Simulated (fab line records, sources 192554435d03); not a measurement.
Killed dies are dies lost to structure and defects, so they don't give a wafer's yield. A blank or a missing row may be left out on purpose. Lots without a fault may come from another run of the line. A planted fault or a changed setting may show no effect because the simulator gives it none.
A struck lot beside a sound one | flow n5_finfet | 13 steps out of a route of 1938
Sound: wafers L481.1, L481.3, L481.4. Struck: wafer L469.1. (L469.5, L469.6 of the same lot were not struck and are left out.) The cause comes at the end.
At each step with rows: each side's tool, then ch and its chambers, then its first start. Under that, the readings that differ: sound wafers | struck wafers | difference of the means | sigmas: that difference in standard deviations of wafers without a fault.
alike: readings whose means differ by less than 2 such deviations, and words and numbers that are the same on both sides. not compared: withheld readings, readings that some wafer has no value for, bounds like >300 that may hide the same value, and numbers for which the record gives no deviation and whose values overlap.
The two part at a step that has a row with sigmas, a row that says differs or no value, or rows on one side only. Numbers that don't overlap but have no deviation are shown without sigmas and don't part them. A reading that every wafer of one side lacks parts them only if that side has two wafers or more.

first, 9 steps without rows for these wafers: N5_FIN_SAQP_EXPOSE_13 (exposes mask FIN CORE, target cd 35.6 nm); N5_FIN_SAQP_PEB_14 (peb time 60 s); N5_FIN_SAQP_DEVELOP_15 (develop time 30 s); N5_FIN_SAQP_DESCUM_21 (chemistry O2, time 7.9 s); N5_FIN_SAQP_ETCH_51 (etches SiARC in CF4, target depth 45.5 nm, time 75.8 s); N5_FIN_SAQP_ETCH_52 (etches SOC in N2/H2, target depth 100 nm, overetch 20 nm, time 150 s); N5_FIN_SAQP_STRIP_53 (strips in N2/H2); N5_FIN_SAQP_HM_OPEN_73 (chemistry CHF3/O2, target SiO2, stops on a-Si, target depth 12 nm, time 16.8 s); N5_FIN_SAQP_STRIP_74 (strips in CHF3/O2).
N5_FIN_SAQP_MANDREL_ETCH_22: etches a-Si in HBr/Cl2, stops on SiNx, target depth 60 nm, bt time 10 s, time 30 s.
  sound on rie_si-06 ch 0,1,3, day 6 11:27; struck on rie_si-01 ch 2, day 3 11:12
  reading                | sound             | struck | difference | sigmas
  mfc_cl2_sccm (sccm)    | 80.00 80.08 80.23 | 66.74  | -13.36     | -58
  rf_hours_counter_h (h) | 74 106 75         | 40     | -45        |
  throttle_valve_pct (%) | 35.7 35.0 35.7    | 34.2   | -1.3       | -4
  alike: chamber_pressure_mTorr, drypump_motor_current_A, oes_product_au
then, 1 step without rows for these wafers: N5_FIN_SAQP_STRIP_55 (strips in N2/H2).
-- the record jumps here: 7 days lie between the struck wafers' starts before and after (it left off in module FIN_SAQP and takes up again in module BEOL_M4, whose first step shown is number 1111 of the route) --
N5_BEOL_M4_RC_MEAS_101:
  sound on prober-02 ch 0, day 13 09:17; struck on prober-01 ch 0, day 10 10:59
  alike: DIBL_N, DIBL_P, IOFF_N, IOFF_P, ION_N, ION_P, SS_N, SS_P, VT_N, VT_P
N5_PASSIVATION_PROBE_49:
  the record has rows for the sound wafers here (prober-01, day 18 07:31) and none for the struck ones

WHERE THEY PART
First at N5_FIN_SAQP_MANDREL_ETCH_22; last, within this record, at N5_PASSIVATION_PROBE_49.

WHY: what the simulator had put in
Process parameter drift: rie_si-01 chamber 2, from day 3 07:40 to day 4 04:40, at N5_FIN_SAQP_MANDREL_ETCH_22. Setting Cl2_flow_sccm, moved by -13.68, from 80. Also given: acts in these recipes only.
